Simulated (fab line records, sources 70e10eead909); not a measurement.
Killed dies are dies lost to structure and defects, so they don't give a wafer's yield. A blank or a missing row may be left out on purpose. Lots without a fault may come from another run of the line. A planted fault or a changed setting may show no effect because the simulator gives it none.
A struck lot beside a sound one | flow nand_harc | 24 steps out of a route of 1302
Sound: wafers L856.2, L856.4, L856.5. Struck: wafers L846.2, L846.4, L846.6. The cause comes at the end.
At each step with rows: each side's tool, then ch and its chambers, then its first start. Under that, the readings that differ: sound wafers | struck wafers | difference of the means | sigmas: that difference in standard deviations of wafers without a fault.
alike: readings whose means differ by less than 2 such deviations, and words and numbers that are the same on both sides. not compared: withheld readings, readings that some wafer has no value for, bounds like >300 that may hide the same value, and numbers for which the record gives no deviation and whose values overlap.
The two part at a step that has a row with sigmas, a row that says differs or no value, or rows on one side only. Numbers that don't overlap but have no deviation are shown without sigmas and don't part them. A reading that every wafer of one side lacks parts them only if that side has two wafers or more.

NHARC_P_CONTACT_DEP_00: deposits SiO2, target thk 500 nm.
  sound on pecvd-01 ch 1,2; struck on pecvd-01 ch 1,2
  alike: chamber_pressure_Torr, heater_power_w, throttle_valve_pct
NHARC_P_CONTACT_CMP_01: polishes SiO2, target thk 200 nm.
  sound on cmp-04 ch 0,1,2, day 12 07:34; struck on cmp-04 ch 2,3, day 8 10:52
  alike: motor_current_A
then, 9 steps without rows for these wafers: NHARC_P_CONTACT_SRD_03; NHARC_P_CONTACT_DEHYDRATE_04 (time 120 s); NHARC_P_CONTACT_HMDS_05 (time 30 s); NHARC_P_CONTACT_COAT_33 (time 75 s); NHARC_P_CONTACT_COAT_34 (time 65 s); NHARC_P_CONTACT_COAT_06 (resist thk 90 nm); NHARC_P_CONTACT_SOFTBAKE_07 (time 55 s); NHARC_P_CONTACT_EBR_08; NHARC_P_CONTACT_EXPOSE_09 (exposes mask P CA, target cd 90 nm).
NHARC_P_CONTACT_PEB_10: peb time 65 s.
  sound on litho_track-06 ch 0, day 12 08:19; struck on litho_track-01 ch 0, day 8 11:29
  reading                  | sound               | struck               | difference | sigmas
  heater_power_total_W (W) | 156.4 156.1 156.5   | 158.7 157.9 157.6    | +1.7       | +4
  plate_temp_C (C)         | 100.05 100.11 99.80 | 100.96 100.85 101.03 | +0.96      | +7
then, 1 step without rows for these wafers: NHARC_P_CONTACT_DEVELOP_11 (develop time 35 s).
NHARC_P_CONTACT_CD_MEAS_12: target cd 90 nm.
  sound on cd_sem-01 ch 0, day 12 08:23; struck on cd_sem-01 ch 0, day 8 11:34
  reading    | sound          | struck         | difference | sigmas
  cd_nm (nm) | 90.2 91.1 89.9 | 93.9 93.9 92.7 | +3.1       | +5
NHARC_P_CONTACT_OVL_MEAS_13:
  sound on overlay-01, day 12 08:29; struck on overlay-01, day 8 11:39
  alike: overlay_x_nm, overlay_y_nm
NHARC_P_CONTACT_INSPECT_14:
  sound on defect_inspect-01, day 12 08:31; struck on defect_inspect-01, day 8 11:41
  alike: raw_defect_count
NHARC_P_CONTACT_DESCUM_17: chemistry O2, time 3 s.
  sound on rie_diel-08 ch 0,2,3, day 12 08:35; struck on rie_diel-08 ch 0,1,2, day 8 11:46
  reading                    | sound             | struck            | difference | sigmas
  model.P_CONTACT.cd_nm (nm) | 90.21 90.93 88.69 | 93.37 93.49 93.24 | +3.42      |
  alike: drypump_motor_current_A, oes_product_au, rf_vpp_V, showerhead_plenum_p_Torr, throttle_valve_pct
  not compared: rf_hours_counter_h
NHARC_P_CONTACT_ETCH_35: etches the open film in CF4, target depth 39 nm, time 65 s.
  sound on rie_diel-08 ch 1,3, day 12 08:40; struck on rie_diel-08 ch 0,2, day 8 11:52
  alike: drypump_motor_current_A, oes_product_au, rf_vpp_V, showerhead_plenum_p_Torr, throttle_valve_pct
  not compared: rf_hours_counter_h
NHARC_P_CONTACT_ETCH_36: etches the open film in N2/H2, target depth 260 nm, time 406.25 s.
  sound on rie_diel-08 ch 0,2,3; struck on rie_diel-08 ch 1,2
  alike: drypump_motor_current_A, oes_product_au, rf_vpp_V, showerhead_plenum_p_Torr, throttle_valve_pct
  not compared: rf_hours_counter_h
NHARC_P_CONTACT_ETCH_18: etches the open film in C4F8/O2/Ar, target depth 481 nm, time 240.5 s.
  sound on rie_diel-08 ch 0,2,3; struck on rie_diel-08 ch 2,3
  alike: oes_product_au, rf_vpp_V
  not compared: rf_hours_counter_h
then, 1 step without rows for these wafers: NHARC_P_CONTACT_STRIP_37 (strips in C4F8/O2/Ar).
NHARC_P_CONTACT_ETCH_31: etches the open film in CH3F/O2, target depth 30 nm, time 85.7 s.
  sound on rie_diel-08 ch 0,1; struck on rie_diel-08 ch 0,2,3
  alike: drypump_motor_current_A, oes_product_au, rf_vpp_V, showerhead_plenum_p_Torr, throttle_valve_pct
  not compared: rf_hours_counter_h, model.P_CONTACT.cd_nm
NHARC_P_CONTACT_CD_MEAS_19:
  sound on cd_sem-02, day 12 09:49; struck on cd_sem-03, day 8 12:43
  alike: cd_nm
-- the record jumps here: 19 days lie between the struck wafers' starts before and after (it left off in module P_CONTACT and takes up again in module END, whose first step shown is number 1302 of the route) --
NHARC_END_SORT_01:
  the record has rows for the struck wafers here (prober-01 ch 0, day 27 22:46) and none for the sound ones

WHERE THEY PART
First at NHARC_P_CONTACT_PEB_10; last, within this record, at NHARC_END_SORT_01.

WHY: what the simulator had put in
Process parameter drift: litho_track-01, from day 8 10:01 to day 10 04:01, at NHARC_P_CONTACT_PEB_10. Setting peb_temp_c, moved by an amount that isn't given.
